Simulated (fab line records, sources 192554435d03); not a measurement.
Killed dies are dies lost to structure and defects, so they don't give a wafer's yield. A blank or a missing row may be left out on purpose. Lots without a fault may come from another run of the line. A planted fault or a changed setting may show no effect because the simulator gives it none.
Chamber matching | flow n5_finfet | N5_BEOL_M13_TRENCH_ETCH_34 on rie_diel-01: 4 sister chambers
The step etches SiOC in C4F8/O2/Ar, target depth 413.47 nm, time 162.6 s. 4 wafers are shown with their chamber, then 9 later ones without.

WAFERS WITH THEIR CHAMBER
wafer  | chamber | showerhead_plenum_p_Torr (Torr)
L086.6 | 2       | 3.31
L089.1 | 1       | 3.31
L089.2 | 0       | 3.49
L089.6 | 3       | 3.41

WAFERS WITHOUT THEIR CHAMBER
wafer  | showerhead_plenum_p_Torr (Torr)
L092.1 | 3.31
L092.2 | 3.48
L092.5 | 3.30
L093.1 | 3.30
L093.2 | 3.48
L093.5 | 3.31
L096.2 | 3.31
L096.5 | 3.41
L096.6 | 3.48

WHICH CHAMBER EACH WENT THROUGH
wafer  | from the rows above     | in truth
L092.1 | can't be placed: 1 or 2 | 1
L092.2 | 0                       | 0
L092.5 | can't be placed: 1 or 2 | 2
L093.1 | can't be placed: 1 or 2 | 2
L093.2 | 0                       | 0
L093.5 | can't be placed: 1 or 2 | 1
L096.2 | can't be placed: 1 or 2 | 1
L096.5 | 3                       | 3
L096.6 | 0                       | 0
Placed correctly: 4 of 9. Can't be placed from these rows: 5 (the true chamber is among the candidates in 5). Placed wrongly: 0.
How it was worked out, from the rows above alone: a wafer's distance from a chamber is the root of the sum, over the readings, of the square of ((its reading less the chamber's mean) divided by the reading's scatter). The wafer belongs to the nearest chamber; if the next one is less than 2 further off, it can't be placed. A chamber's mean is the mean of its shown wafers. The scatter: with one shown wafer a chamber, the root of the mean of the squares of how far each hidden wafer lies from its nearest shown one.
